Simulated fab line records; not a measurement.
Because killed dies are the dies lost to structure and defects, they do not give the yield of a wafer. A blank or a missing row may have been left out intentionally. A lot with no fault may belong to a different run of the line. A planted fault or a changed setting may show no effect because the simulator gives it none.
Problem report, 8D (eight disciplines) form, completed by code + flow n5 finfet + the parts of the form that need people (team, actions taken, sign-off) are left out

== 1. PROBLEM STATEMENT ==
At N5_FIN_SAQP_MANDREL_ETCH_22, mfc cl2 sccm averages 66.30 sccm over 2 wafers from 2 lots, while fault-free wafers read 80.02 sccm, standard deviation 0.23. Relative to the usual mean, that is a shift of -60 standard deviations.
The step: etches a-Si in HBr/Cl2, stops on SiNx, target depth 60 nm, bt time 10 s, time 30 s.
The first sign was on wafer L470.1 at day 3 16:59, on rie si-01. Wafers with a number at this step in the record: 28, from 10 lots. Rule for "out" (also "out of limits"): further than 4 standard deviations from the usual mean. The other wafers with a number count as sound.

== 2. WHAT IT IS, AND WHAT IT ISN'T ==
| question                    | is                               | is not                                                                                                  |
|-----------------------------|----------------------------------|---------------------------------------------------------------------------------------------------------|
| which readings at this step | mfc cl2 sccm, throttle valve pct | chamber pressure mTorr, drypump motor current A                                                         |
| which lots                  | L470, L471                       | L466, L468, L472, L478, L482, L483, L485, L486                                                          |
| which wafers of those lots  | L470.1, L471.4                   | L470.2, L470.6, L471.1, L471.3                                                                          |
| read on which tools         | rie si-01                        | rie si-06                                                                                               |
| when                        | from day 3 16:59                 | up to then (8 sound wafers); but 18 sound wafers of L471, L472, L478, L482, L483, L485, L486 came after |

== 3. THE SUSPECTS, EACH WITH WHAT RULES IT OUT ==
Counting: a tool at a process step up to the reading stays a suspect if it ran every lot that is out. Sound lots after the first of them don't rule it out here, since some wafers of a struck lot are sound.
- rie si-01 at N5_FIN_SAQP_MANDREL_ETCH_22 (etches a-Si in HBr/Cl2, stops on SiNx, target depth 60 nm, bt time 10 s, time 30 s): kept. Ran every lot that is out, first one L470 (day 3 16:59); last sound lot up to then L468 (day 3 04:09). Out on those wafers are its own readings of mfc cl2 sccm, throttle valve pct.
- At N5_FIN_SAQP_MANDREL_ETCH_22, inside rie si-01: chamber 2 took the wafers that are out, while their sound lot-mates went through chambers 0, 1, 3.
Left after counting: rie si-01 at N5_FIN_SAQP_MANDREL_ETCH_22.

== 4. THE CAUSE (what the simulator had put in) ==
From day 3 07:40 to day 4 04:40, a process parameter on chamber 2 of rie si-01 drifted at N5_FIN_SAQP_MANDREL_ETCH_22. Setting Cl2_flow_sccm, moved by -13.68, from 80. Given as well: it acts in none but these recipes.
After counting, this tool was the only one left.

== 5. THE CHAIN OF EFFECTS, in route order ==
Each row: a reading whose mean over the struck wafers that have a number lies more than 3 standard deviations from the usual. Only readings for which the record gives a usual standard deviation are gone through. hours: the time from each lot's start at the first step in this table that gives one to its start at this step, as a median over the lots. sigmas: the change in usual standard deviations.
| hours | step                        | reading            | usual      | on struck wafers | change | sigmas |
|-------|-----------------------------|--------------------|------------|------------------|--------|--------|
| 0     | N5_FIN_SAQP_MANDREL_ETCH_22 | mfc cl2 sccm       | 80.02 sccm | 66.30            | -13.72 | -60    |
| 0     | N5_FIN_SAQP_MANDREL_ETCH_22 | throttle valve pct | 35.5 %     | 34.2             | -1.3   | -4.2   |
It contains these process steps:
- N5_FIN_SAQP_MANDREL_ETCH_22: etches a-Si in HBr/Cl2, stops on SiNx, target depth 60 nm, bt time 10 s, time 30 s.
At these later measuring or inspecting steps, every struck wafer for which the step has a row has a number for every such reading, and none has moved that far: N5_BEOL_M4_RC_MEAS_101.

== 6. WHAT WOULD HAVE CAUGHT IT SOONER ==
9 hours passed between the start of the fault at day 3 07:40 and the first reading out of limits in this record, taken at day 3 16:59.
